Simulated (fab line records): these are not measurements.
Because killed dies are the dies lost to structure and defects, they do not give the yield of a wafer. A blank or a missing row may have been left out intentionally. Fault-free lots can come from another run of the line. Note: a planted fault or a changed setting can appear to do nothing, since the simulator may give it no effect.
Which of the tools did it? / flow n5_finfet / Sampling: 24 lots, 72 wafers, 4 of 1938 route steps

WHAT EACH GAUGE READ, for each wafer
N5_BEOL_M1_CD_MEAS_18: pitch 36 nm, target cd 18 nm.
lot=L074; measured=day 5 23:16; on=cd_sem-02; cd_nm (nm)=18.24 18.31 18.11
lot=L075; measured=day 6 08:26; on=cd_sem-03; cd_nm (nm)=17.54 17.90 17.60
lot=L076; measured=day 6 19:28; on=cd_sem-02; cd_nm (nm)=18.18 18.08 17.88
lot=L077; measured=day 6 19:51; on=cd_sem-03; cd_nm (nm)=17.67 17.85 17.92
lot=L078; measured=day 7 04:07; on=cd_sem-03; cd_nm (nm)=17.65 18.10 17.57
lot=L079; measured=day 7 08:41; on=cd_sem-03; cd_nm (nm)=18.28 18.22 18.35
lot=L080; measured=day 7 18:24; on=cd_sem-03; cd_nm (nm)=18.29 18.04 17.86
lot=L081; measured=day 7 18:37; on=cd_sem-02; cd_nm (nm)=17.77 18.28 18.43
lot=L083; measured=day 8 01:32; on=cd_sem-03; cd_nm (nm)=18.16 17.50 17.74
lot=L082; measured=day 8 04:08; on=cd_sem-03; cd_nm (nm)=17.87 17.91 18.04
lot=L084; measured=day 8 14:36; on=cd_sem-02; cd_nm (nm)=18.01 17.61 17.84
lot=L085; measured=day 9 00:14; on=cd_sem-03; cd_nm (nm)=18.16 17.95 17.91
lot=L086; measured=day 9 07:33; on=cd_sem-02; cd_nm (nm)=17.96 17.81 18.11
lot=L087; measured=day 9 13:39; on=cd_sem-02; cd_nm (nm)=18.00 18.11 18.04
lot=L088; measured=day 9 22:20; on=cd_sem-03; cd_nm (nm)=18.64 18.11 17.90
lot=L089; measured=day 10 04:29; on=cd_sem-02; cd_nm (nm)=18.13 17.76 17.71
lot=L090; measured=day 10 08:11; on=cd_sem-01; cd_nm (nm)=17.94 18.02 17.69
lot=L091; measured=day 10 07:58; on=cd_sem-03; cd_nm (nm)=18.01 17.74 17.49
lot=L092; measured=day 11 02:17; on=cd_sem-03; cd_nm (nm)=18.20 17.64 17.56
lot=L093; measured=day 11 02:27; on=cd_sem-03; cd_nm (nm)=17.98 17.56 18.07
lot=L094; measured=day 11 02:29; on=cd_sem-01; cd_nm (nm)=18.10 17.39 17.65
lot=L095; measured=day 11 12:35; on=cd_sem-02; cd_nm (nm)=17.73 18.26 18.21
lot=L096; measured=day 11 12:59; on=cd_sem-01; cd_nm (nm)=17.89 18.15 17.38
lot=L097; measured=day 11 20:38; on=cd_sem-01; cd_nm (nm)=17.75 18.03 17.47

N5_BEOL_M1_CD_MEAS_28: target cd y 23.3 nm.
lot=L074; measured=day 5 23:43; on=cd_sem-02; cd_nm (nm)=24.59 24.56 24.30
lot=L075; measured=day 6 08:53; on=cd_sem-02; cd_nm (nm)=23.85 24.12 24.12
lot=L076; measured=day 6 19:47; on=cd_sem-02; cd_nm (nm)=24.30 24.19 24.18
lot=L077; measured=day 6 20:10; on=cd_sem-03; cd_nm (nm)=24.01 23.91 24.22
lot=L078; measured=day 7 04:26; on=cd_sem-02; cd_nm (nm)=23.77 23.56 24.23
lot=L079; measured=day 7 09:01; on=cd_sem-03; cd_nm (nm)=24.03 23.96 24.16
lot=L080; measured=day 7 18:43; on=cd_sem-02; cd_nm (nm)=24.41 23.68 23.78
lot=L081; measured=day 7 19:04; on=cd_sem-02; cd_nm (nm)=24.38 23.98 24.15
lot=L083; measured=day 8 01:51; on=cd_sem-03; cd_nm (nm)=23.70 23.88 23.74
lot=L082; measured=day 8 04:26; on=cd_sem-02; cd_nm (nm)=23.73 23.77 24.07
lot=L084; measured=day 8 14:55; on=cd_sem-02; cd_nm (nm)=24.23 24.14 23.96
lot=L085; measured=day 9 00:34; on=cd_sem-03; cd_nm (nm)=24.26 23.78 24.25
lot=L086; measured=day 9 07:59; on=cd_sem-02; cd_nm (nm)=23.68 24.28 24.17
lot=L087; measured=day 9 13:58; on=cd_sem-02; cd_nm (nm)=24.14 23.81 23.83
lot=L088; measured=day 9 22:47; on=cd_sem-02; cd_nm (nm)=23.71 24.04 23.86
lot=L089; measured=day 10 04:48; on=cd_sem-02; cd_nm (nm)=23.70 24.42 24.12
lot=L090; measured=day 10 08:38; on=cd_sem-03; cd_nm (nm)=23.40 23.87 24.08
lot=L091; measured=day 10 08:17; on=cd_sem-02; cd_nm (nm)=23.75 24.13 23.75
lot=L092; measured=day 11 02:57; on=cd_sem-03; cd_nm (nm)=23.99 24.39 24.02
lot=L093; measured=day 11 03:01; on=cd_sem-01; cd_nm (nm)=23.82 23.85 23.96
lot=L094; measured=day 11 03:04; on=cd_sem-01; cd_nm (nm)=24.33 24.60 24.11
lot=L095; measured=day 11 13:01; on=cd_sem-02; cd_nm (nm)=24.30 23.86 24.01
lot=L096; measured=day 11 13:26; on=cd_sem-01; cd_nm (nm)=24.03 24.13 24.38
lot=L097; measured=day 11 21:05; on=cd_sem-03; cd_nm (nm)=24.45 24.03 23.77

N5_BEOL_M1_OVL_MEAS_29.
lot=L074; measured=day 5 23:46; on=overlay-01; V0_OVL (nm)=-1.1 -1.5 -0.4
lot=L075; measured=day 6 08:56; on=overlay-02; V0_OVL (nm)=-0.2 -1.1 0.9
lot=L076; measured=day 6 19:49; on=overlay-01; V0_OVL (nm)=0.3 -1.5 0.5
lot=L077; measured=day 6 20:12; on=overlay-02; V0_OVL (nm)=-0.1 0.3 -0.8
lot=L078; measured=day 7 04:28; on=overlay-02; V0_OVL (nm)=-3.1 -1.0 -2.1
lot=L079; measured=day 7 09:02; on=overlay-02; V0_OVL (nm)=-1.6 -0.2 -0.9
lot=L080; measured=day 7 18:46; on=overlay-02; V0_OVL (nm)=0.5 -0.3 1.1
lot=L081; measured=day 7 19:05; on=overlay-01; V0_OVL (nm)=0.0 0.9 1.0
lot=L083; measured=day 8 01:53; on=overlay-01; V0_OVL (nm)=1.6 1.3 -0.2
lot=L082; measured=day 8 04:29; on=overlay-02; V0_OVL (nm)=0.5 1.0 0.9
lot=L084; measured=day 8 14:57; on=overlay-01; V0_OVL (nm)=-0.3 0.7 -0.7
lot=L085; measured=day 9 00:36; on=overlay-02; V0_OVL (nm)=-0.7 -0.7 0.6
lot=L086; measured=day 9 08:02; on=overlay-01; V0_OVL (nm)=-1.1 0.3 -0.8
lot=L087; measured=day 9 14:00; on=overlay-02; V0_OVL (nm)=-2.2 -1.6 0.4
lot=L088; measured=day 9 22:50; on=overlay-01; V0_OVL (nm)=-0.9 -1.3 -0.9
lot=L089; measured=day 10 04:50; on=overlay-01; V0_OVL (nm)=1.3 0.9 0.5
lot=L090; measured=day 10 08:40; on=overlay-02; V0_OVL (nm)=-1.3 -0.4 0.7
lot=L091; measured=day 10 08:19; on=overlay-02; V0_OVL (nm)=-0.6 0.0 -0.9
lot=L092; measured=day 11 02:59; on=overlay-02; V0_OVL (nm)=-1.3 -0.2 0.6
lot=L093; measured=day 11 03:02; on=overlay-01; V0_OVL (nm)=-1.2 -1.7 -0.3
lot=L094; measured=day 11 03:06; on=overlay-02; V0_OVL (nm)=-0.9 0.0 0.5
lot=L095; measured=day 11 13:04; on=overlay-01; V0_OVL (nm)=0.0 0.9 -0.6
lot=L096; measured=day 11 13:28; on=overlay-02; V0_OVL (nm)=0.4 0.2 0.2
lot=L097; measured=day 11 21:07; on=overlay-02; V0_OVL (nm)=-0.9 0.1 -0.8

WHAT TOOL EACH LOT RAN ON (gives the tool, then ch and the chambers of the sampled wafers, and finally the start)
lot=L074; N5_BEOL_M1_PECVD_72=pecvd-04 ch 0,1,2, day 5 20:59
lot=L075; N5_BEOL_M1_PECVD_72=pecvd-04 ch 1,2, day 6 06:41
lot=L076; N5_BEOL_M1_PECVD_72=pecvd-03 ch 1,2, day 6 17:13
lot=L077; N5_BEOL_M1_PECVD_72=pecvd-04 ch 2, day 6 18:32
lot=L078; N5_BEOL_M1_PECVD_72=pecvd-01 ch 1,2, day 7 01:29
lot=L079; N5_BEOL_M1_PECVD_72=pecvd-04 ch 1,2, day 7 06:35
lot=L080; N5_BEOL_M1_PECVD_72=pecvd-04 ch 1,2, day 7 15:25
lot=L081; N5_BEOL_M1_PECVD_72=pecvd-04 ch 1,2, day 7 15:34
lot=L083; N5_BEOL_M1_PECVD_72=pecvd-04 ch 1,2, day 8 00:03
lot=L082; N5_BEOL_M1_PECVD_72=pecvd-01 ch 0,1,2, day 8 00:35
lot=L084; N5_BEOL_M1_PECVD_72=pecvd-03 ch 0,1, day 8 11:08
lot=L085; N5_BEOL_M1_PECVD_72=pecvd-04 ch 1,2, day 8 22:50
lot=L086; N5_BEOL_M1_PECVD_72=pecvd-03 ch 1,2, day 9 05:01
lot=L087; N5_BEOL_M1_PECVD_72=pecvd-04 ch 1,2, day 9 11:01
lot=L088; N5_BEOL_M1_PECVD_72=pecvd-04 ch 1,2, day 9 20:21
lot=L089; N5_BEOL_M1_PECVD_72=pecvd-04 ch 0,1, day 10 01:25
lot=L090; N5_BEOL_M1_PECVD_72=pecvd-03 ch 0, day 10 06:07
lot=L091; N5_BEOL_M1_PECVD_72=pecvd-04 ch 0,1, day 10 06:11
lot=L092; N5_BEOL_M1_PECVD_72=pecvd-01 ch 0,2, day 10 23:56
lot=L093; N5_BEOL_M1_PECVD_72=pecvd-01 ch 0,1, day 10 23:59
lot=L094; N5_BEOL_M1_PECVD_72=pecvd-04 ch 0,2, day 11 00:10
lot=L095; N5_BEOL_M1_PECVD_72=pecvd-01 ch 0,1,2, day 11 08:20
lot=L096; N5_BEOL_M1_PECVD_72=pecvd-01 ch 0,1, day 11 11:23
lot=L097; N5_BEOL_M1_PECVD_72=pecvd-04 ch 0,2, day 11 19:19
- N5_BEOL_M1_PECVD_72: deposits SiO2 from TEOS/O2, target thk 16 nm, time 18 s.

WHAT THE TOOLS THEMSELVES READ (means of the sampled wafers that have a number; where no wafer has one, the mark that the record gives instead)
N5_BEOL_M1_PECVD_72.
lot=L074; tool=pecvd-04; heater_power_w (W)=660; showerhead_plenum_p_Torr (Torr)=8.73; throttle_valve_pct (%)=22.0
lot=L075; tool=pecvd-04; heater_power_w (W)=748; showerhead_plenum_p_Torr (Torr)=8.75; throttle_valve_pct (%)=21.9
lot=L076; tool=pecvd-03; heater_power_w (W)=568; showerhead_plenum_p_Torr (Torr)=8.85; throttle_valve_pct (%)=21.8
lot=L077; tool=pecvd-04; heater_power_w (W)=704; showerhead_plenum_p_Torr (Torr)=8.78; throttle_valve_pct (%)=21.4
lot=L078; tool=pecvd-01; heater_power_w (W)=667; showerhead_plenum_p_Torr (Torr)=8.77; throttle_valve_pct (%)=21.7
lot=L079; tool=pecvd-04; heater_power_w (W)=760; showerhead_plenum_p_Torr (Torr)=8.74; throttle_valve_pct (%)=21.9
lot=L080; tool=pecvd-04; heater_power_w (W)=780; showerhead_plenum_p_Torr (Torr)=8.77; throttle_valve_pct (%)=21.9
lot=L081; tool=pecvd-04; heater_power_w (W)=729; showerhead_plenum_p_Torr (Torr)=8.75; throttle_valve_pct (%)=22.1
lot=L083; tool=pecvd-04; heater_power_w (W)=708; showerhead_plenum_p_Torr (Torr)=8.76; throttle_valve_pct (%)=22.0
lot=L082; tool=pecvd-01; heater_power_w (W)=750; showerhead_plenum_p_Torr (Torr)=8.78; throttle_valve_pct (%)=22.0
lot=L084; tool=pecvd-03; heater_power_w (W)=646; showerhead_plenum_p_Torr (Torr)=8.80; throttle_valve_pct (%)=22.4
lot=L085; tool=pecvd-04; heater_power_w (W)=722; showerhead_plenum_p_Torr (Torr)=8.75; throttle_valve_pct (%)=21.8
lot=L086; tool=pecvd-03; heater_power_w (W)=616; showerhead_plenum_p_Torr (Torr)=8.85; throttle_valve_pct (%)=21.6
lot=L087; tool=pecvd-04; heater_power_w (W)=766; showerhead_plenum_p_Torr (Torr)=8.73; throttle_valve_pct (%)=22.6
lot=L088; tool=pecvd-04; heater_power_w (W)=709; showerhead_plenum_p_Torr (Torr)=8.75; throttle_valve_pct (%)=22.0
lot=L089; tool=pecvd-04; heater_power_w (W)=779; showerhead_plenum_p_Torr (Torr)=8.71; throttle_valve_pct (%)=22.6
lot=L090; tool=pecvd-03; heater_power_w (W)=712; showerhead_plenum_p_Torr (Torr)=8.82; throttle_valve_pct (%)=23.0
lot=L091; tool=pecvd-04; heater_power_w (W)=729; showerhead_plenum_p_Torr (Torr)=8.71; throttle_valve_pct (%)=22.6
lot=L092; tool=pecvd-01; heater_power_w (W)=859; showerhead_plenum_p_Torr (Torr)=8.75; throttle_valve_pct (%)=22.1
lot=L093; tool=pecvd-01; heater_power_w (W)=803; showerhead_plenum_p_Torr (Torr)=8.84; throttle_valve_pct (%)=22.9
lot=L094; tool=pecvd-04; heater_power_w (W)=637; showerhead_plenum_p_Torr (Torr)=8.77; throttle_valve_pct (%)=21.2
lot=L095; tool=pecvd-01; heater_power_w (W)=788; showerhead_plenum_p_Torr (Torr)=8.78; throttle_valve_pct (%)=22.2
lot=L096; tool=pecvd-01; heater_power_w (W)=828; showerhead_plenum_p_Torr (Torr)=8.80; throttle_valve_pct (%)=22.5
lot=L097; tool=pecvd-04; heater_power_w (W)=658; showerhead_plenum_p_Torr (Torr)=8.76; throttle_valve_pct (%)=21.2

THE ANSWER, worked out from the rows above alone
Rule: what is usual is taken from the lots themselves. Put in order of their means at a reading, lots are off if they are a third of the lots or fewer, leave a main group of 4 or more, and stand apart from it by a gap of 3 or more times the standard deviation of the main group's means; of several such gaps the widest counts. A main group whose means are all the same, to the digits that the tables above print for the reading, isn't used. A lot without any number at a reading at which 4 lots or more have one is off too. Any other lot the step has rows for is counted as sound. After the gauges, taken in route order, come the tools' own readings; for these a lot's mean is taken, as printed above. At the first step where some lot is off, the reading lying furthest off is the one used; lots without a number count as furthest.
No lot is off at any reading shown: from this, nothing can be told.

WHAT THE SIMULATOR PUT IN
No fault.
